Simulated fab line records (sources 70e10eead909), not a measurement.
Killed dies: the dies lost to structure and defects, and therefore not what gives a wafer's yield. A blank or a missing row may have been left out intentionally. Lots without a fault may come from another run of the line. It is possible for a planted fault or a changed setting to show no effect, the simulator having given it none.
Check of tool commonality :: flow nand_harc :: Lots sampled 5, wafers sampled 11

== WHY IT WAS OPENED ==
At NHARC_END_SORT_01 the reading killed_at_other is flagged on 2 of 5 lots. Wafers without a fault read 0.7, standard deviation 1.1.
Rule: a lot is flagged in two cases, either no wafer of it has a number, or all its wafers with numbers fall more than 4 standard deviations from that mean. All remaining lots are regarded as sound.

lot: L990
measured: day 19 12:55
on: prober-02
killed_at_other, wafer by wafer: 2 0 0
flag: 

lot: L102
measured: day 22 07:34
on: prober-02
killed_at_other, wafer by wafer: 0
flag: 

lot: L101
measured: day 22 13:45
on: prober-02
killed_at_other, wafer by wafer: 2
flag: 

lot: L109
measured: day 23 19:53
on: prober-01
killed_at_other, wafer by wafer: 662 660 652
flag: FLAGGED

lot: L108
measured: day 23 21:32
on: prober-02
killed_at_other, wafer by wafer: 620 632 632
flag: FLAGGED
On average the flagged lots read 643.0, which is +642.3 against the usual, or +99 or more standard deviations.

== EACH LOT AND THE TOOL IT RAN ON ==
2 process steps preceding the reading are held in the record, out of 1159 steps in the route. In each cell: the tool, then ch and the chambers that the sampled wafers went through, then the start.
lot: L990
flag: 
NHARC_A_BONDPAD_CMP_19: cmp-01 ch 2,3, day 18 01:27
NHARC_THIN_TSV_PVD_51: pvd_sputter-01, day 19 00:50

lot: L102
flag: 
NHARC_A_BONDPAD_CMP_19: cmp-04 ch 1,2,3, day 20 18:43
NHARC_THIN_TSV_PVD_51: pvd_sputter-03, day 21 13:04

lot: L101
flag: 
NHARC_A_BONDPAD_CMP_19: cmp-03 ch 0,1,2, day 21 06:05
NHARC_THIN_TSV_PVD_51: pvd_sputter-03, day 22 02:20

lot: L109
flag: FLAGGED
NHARC_A_BONDPAD_CMP_19: cmp-03 ch 1,2,3, day 22 14:29
NHARC_THIN_TSV_PVD_51: pvd_sputter-02, day 23 07:44

lot: L108
flag: FLAGGED
NHARC_A_BONDPAD_CMP_19: cmp-01 ch 2,3, day 22 15:52
NHARC_THIN_TSV_PVD_51: pvd_sputter-03, day 23 08:55
What is done by these steps:
- NHARC_A_BONDPAD_CMP_19: polishes, t overpolish 30 s, cu recess touch 16 s, target thk 169.8 nm.
- NHARC_THIN_TSV_PVD_51: deposits Cu, target thk 100 nm.
- NHARC_END_SORT_01

== FLAGGED AGAINST TOTAL, ONE TOOL AT A TIME (gauges that did the reading follow at the end) ==
step: NHARC_A_BONDPAD_CMP_19
tool: cmp-01
lots run: 2
flagged: 1
share of the flagged lots: some
sound lots run after its first flagged lot: 0

step: NHARC_A_BONDPAD_CMP_19
tool: cmp-03
lots run: 2
flagged: 1
share of the flagged lots: some
sound lots run after its first flagged lot: 0

step: NHARC_A_BONDPAD_CMP_19
tool: cmp-04
lots run: 1
flagged: 0
share of the flagged lots: none
sound lots run after its first flagged lot: -

step: NHARC_THIN_TSV_PVD_51
tool: pvd_sputter-01
lots run: 1
flagged: 0
share of the flagged lots: none
sound lots run after its first flagged lot: -

step: NHARC_THIN_TSV_PVD_51
tool: pvd_sputter-02
lots run: 1
flagged: 1
share of the flagged lots: some
sound lots run after its first flagged lot: 0

step: NHARC_THIN_TSV_PVD_51
tool: pvd_sputter-03
lots run: 3
flagged: 1
share of the flagged lots: some
sound lots run after its first flagged lot: 0

step: NHARC_END_SORT_01
tool: prober-01
lots run: 1
flagged: 1
share of the flagged lots: some
sound lots run after its first flagged lot: 0

step: NHARC_END_SORT_01
tool: prober-02
lots run: 4
flagged: 1
share of the flagged lots: some
sound lots run after its first flagged lot: 0

== WHAT IS ALLOWED BY THE TABLE ==
No row of the table ran every flagged lot.

== WHAT HAD BEEN PUT IN BY THE SIMULATOR ==
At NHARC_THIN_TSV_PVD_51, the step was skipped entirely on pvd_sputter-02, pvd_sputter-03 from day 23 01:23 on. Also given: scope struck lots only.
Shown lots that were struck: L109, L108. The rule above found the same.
